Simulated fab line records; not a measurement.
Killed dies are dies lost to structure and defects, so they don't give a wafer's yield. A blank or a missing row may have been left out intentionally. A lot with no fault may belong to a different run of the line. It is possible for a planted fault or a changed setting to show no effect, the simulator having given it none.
Struck lot and sound lot, side by side    flow n5-finfet    17 steps out of a route of 1938
Sound: the wafers L273.2, L273.3, L273.5. Struck: wafer L284.4 (left out: L284.1, L284.6 of the same lot, which were not struck); the cause appears at the end.
For every step that has rows: the tool of each side, followed by ch and its chambers, followed by its first start. Under that, the readings that differ: sound wafers    struck wafers    difference of the means    sigmas: that difference in standard deviations of wafers without a fault.
alike: a reading whose means differ by less than 2 such deviations, as well as words and numbers matching on both sides. not compared: withheld readings; readings where some wafer has no value; bounds like >300 that might hide an equal value; numbers whose values overlap and for which the record gives no deviation.
Wherever a step has rows on one side only, a row that says differs or no value, or a row with sigmas, the two part there. Non-overlapping numbers with no deviation appear without sigmas and do not part them. Lack of a reading on every wafer of one side parts them only where that side has two or more wafers.

first, 7 steps without rows for these wafers: N5_BEOL_M6_COAT_60 (time 60 s, resist thk 35 nm); N5_BEOL_M6_COAT_05 (resist thk 90 nm); N5_BEOL_M6_EBR_07; N5_BEOL_M6_SOFTBAKE_06 (time 60 s); N5_BEOL_M6_EXPOSE_08 (exposes mask M6); N5_BEOL_M6_PEB_09 (peb time 60 s); N5_BEOL_M6_DEVELOP_10 (develop time 30 s).
N5_BEOL_M6_CD_MEAS_11 targets a cd of 38.5 nm.
  sound on cd-sem-03 ch 0, day 10 02:56; struck on cd-sem-01 ch 0, day 14 02:34
  alike: cd-nm
N5_BEOL_M6_OVL_MEAS_12:
  sound on overlay-01 ch 0, day 10 02:58; struck on overlay-02 ch 0, day 14 02:36
  alike: M6_OVL
N5_BEOL_M6_INSPECT_13: inspects for defects (brightfield).
  sound on defect-inspect-02 at day 10 02:59; struck on defect-inspect-01 at day 14 02:38
  alike: raw-defect-count
N5_BEOL_M6_DESCUM_16: chemistry O2, time 7.9 s.
  sound on rie-diel-05 ch 0,1, day 10 03:28; struck on rie-diel-01 ch 2, day 14 02:40
reading                      sound        struck  difference  sigmas
drypump-motor-current-A (A)  5.7 6.6 6.6  5.0     -1.3        -3
  alike: o2-flow-sccm, oes-product-au, rf-fwd-power-W, rf-vpp-V, showerhead-plenum-p-Torr, temp-c, throttle-valve-pct
  not compared: rf-hours-counter-h
N5_BEOL_M6_ETCH_61: etches SiARC in CF4, target depth 45.5 nm, time 75.8 s.
  sound on rie-diel-05 ch 0,1, day 10 03:30; struck on rie-diel-01 ch 2, day 14 02:41
reading                      sound        struck  difference  sigmas
drypump-motor-current-A (A)  5.7 6.6 6.6  5.0     -1.3        -3
  alike: etch-rf-on-time-s, mfc-ar-sccm, oes-product-au, rf-fwd-power-W, rf-vpp-V, showerhead-plenum-p-Torr, throttle-valve-pct
  not compared: rf-hours-counter-h
N5_BEOL_M6_ETCH_62: etches SOC in N2/H2, target depth 110 nm, overetch 22 nm, time 165 s.
  sound on rie-diel-05 ch 0,1, day 10 03:33; struck on rie-diel-01 ch 2, day 14 02:45
reading                                     sound           struck  difference  sigmas
drypump-motor-current-A (A)                 5.7 6.6 6.6     5.0     -1.3        -3
model.SiARC_of_BEOL_M6_COAT_60.thk-nm (nm)  28.2 28.4 28.4  25.8    -2.5        
model.BEOL_M6.cd-offset-nm (nm)             0.2 0.2 0.4     1.4     +1.1        
  alike: oes-product-au, rf-fwd-power-W, rf-vpp-V, showerhead-plenum-p-Torr, temp-c, throttle-valve-pct
  not compared: rf-hours-counter-h
then, 1 step without rows for these wafers: N5_BEOL_M6_STRIP_68 (strips in N2/H2).
N5_BEOL_M6_STRIP_67: strips in CF4.
  sound on rie-diel-05 ch 0,1, day 10 03:42; struck on rie-diel-01 ch 2, day 14 02:54
reading                      sound        struck  difference  sigmas
drypump-motor-current-A (A)  5.7 6.6 6.6  5.0     -1.3        -3
  alike: oes-product-au, rf-vpp-V, showerhead-plenum-p-Torr, throttle-valve-pct
  not compared: rf-hours-counter-h
N5_BEOL_M6_HM_OPEN_17: chemistry Cl2/BCl3, target TiN, target depth 20 nm, overetch 6 nm.
  sound on rie-metal-01 ch 0, day 10 03:44; struck on rie-metal-03 ch 0, day 14 02:56
reading                          sound           struck  difference  sigmas
drypump-motor-current-A (A)      6.04 6.04 6.04  5.78    -0.26       -2
oes-product-au (a.u.)            0.54 0.55 0.55  0.77    +0.22       +3
model.BEOL_M6.cd-offset-nm (nm)  0.2 0.2 0.2     1.4     +1.2        
  alike: mfc-ar-sccm, rf-fwd-power-W, throttle-valve-pct
  not compared: rf-hours-counter-h
N5_BEOL_M6_STRIP_19: strips in O2.
  sound on rie-diel-05 ch 0,1,3, day 10 03:54; struck on rie-diel-05 ch 1, day 14 03:05
reading       sound        struck  difference  sigmas
rf-vpp-V (V)  5.0 3.8 4.6  2.6     -1.9        -3
  alike: drypump-motor-current-A, o2-flow-sccm, oes-product-au, showerhead-plenum-p-Torr, temp-c, throttle-valve-pct
  not compared: rf-hours-counter-h

## WHERE THEY PART
Earliest at N5_BEOL_M6_DESCUM_16; latest, in this record, at N5_BEOL_M6_STRIP_19.

WHY: what had been put in by the simulator
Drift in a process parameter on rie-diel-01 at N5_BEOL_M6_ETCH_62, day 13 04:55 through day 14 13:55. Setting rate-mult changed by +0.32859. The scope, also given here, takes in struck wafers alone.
